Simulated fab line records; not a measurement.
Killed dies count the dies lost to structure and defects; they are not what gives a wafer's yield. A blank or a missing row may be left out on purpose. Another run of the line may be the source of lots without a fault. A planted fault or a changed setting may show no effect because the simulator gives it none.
8D (eight disciplines) problem report, filled in by code | flow n5 finfet | the parts of the form that need people (team, actions taken, sign-off) are left out

1. PROBLEM STATEMENT
Wafers without a fault read 40000 nm, standard deviation 3.1; cd nm at N5_PASSIVATION_CD_MEAS_44 reads a mean of 39966 nm on 6 wafers belonging to 2 lots. Measured from the usual mean, that is -11 standard deviations.
The step: target cd 40000 nm.
The first sign was on wafer L404.1 at day 16 01:19, on cd sem-03. Wafers with a number at this step in the record: 30, from 10 lots. Rule for "out", or "out of limits": more than 4 standard deviations from the usual mean. The rest of the wafers with a number are treated as sound.

2. WHAT IT IS; WHAT IT IS NOT
question                    | is                     | is not
which readings at this step | cd nm                  | -
which lots                  | L401, L404             | L392, L393, L394, L395, L397, L408, L410, L413
which wafers of those lots  | all that have a number | -
read on which gauges        | cd sem-01, cd sem-03   | cd sem-02
when                        | from day 16 01:19      | up to then (15 sound wafers); but 9 sound wafers of L408, L410, L413 came after

3. WHAT RULES OUT EACH SUSPECT
Counting: a tool stays on the suspect list if, at a process step up to the reading, it processed all lots that are out and no sound lot following the first of them.
- ruled out: the gauge at N5_PASSIVATION_CD_MEAS_44. 2 gauges (cd sem-01, cd sem-03) read the wafers that are out.
- krf scanner-01 at N5_PASSIVATION_EXPOSE_41 (exposes mask PASS OPEN, defocus 0 nm, target cd 40000 nm): kept. It processed each lot that is out, first L404 at day 16 01:08, and no sound lot thereafter; up to then, the last sound lot it processed was L397 at day 13 23:02. Out on those wafers are its own readings of exposure dose mJ cm2.
Left after counting: krf scanner-01 at N5_PASSIVATION_EXPOSE_41.

4. THE CAUSE (what the simulator had put in)
Process parameter drift: krf scanner-01, from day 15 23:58 on, at N5_PASSIVATION_EXPOSE_41. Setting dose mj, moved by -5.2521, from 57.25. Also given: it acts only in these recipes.
Counting left only this tool.

5. THE EFFECT CHAIN, in route order
Each row: a reading whose mean over the struck wafers that have a number lies more than 3 standard deviations from the usual. Readings are gone through only where the record gives a usual standard deviation; hours: the median, over the lots, of the time from a lot's start at the first step in this table giving one to that lot's start at this step; sigmas: the change measured in usual standard deviations.
hours | step                      | reading              | usual    | on struck wafers | change | sigmas
0     | N5_PASSIVATION_EXPOSE_41  | exposure dose mJ cm2 | 57.25    | 52.02            | -5.23  | -92
0     | N5_PASSIVATION_CD_MEAS_44 | cd nm                | 40000 nm | 39966            | -34    | -11
Process steps it contains:
- N5_PASSIVATION_EXPOSE_41: exposes mask PASS OPEN, defocus 0 nm, target cd 40000 nm.
Later steps that measure or inspect, where all struck wafers having a row at the step show a number for every such reading and not one has moved that far: N5_PASSIVATION_INSPECT_67.

6. WHAT WOULD HAVE CAUGHT IT SOONER
In this record the first reading out of limits at a measuring or inspecting step was taken at day 16 01:19, 1 hour after the fault began at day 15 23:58.
Tool's own readings at N5_PASSIVATION_EXPOSE_41, exposure dose mJ cm2: out on all struck wafers the step has rows for; an alarm limit on them would have tripped on the first.
L401, from the lots that are out (2), started N5_PASSIVATION_EXPOSE_41 on krf scanner-01 later than day 16 01:19. A tool hold placed at that time would have kept it from harm.
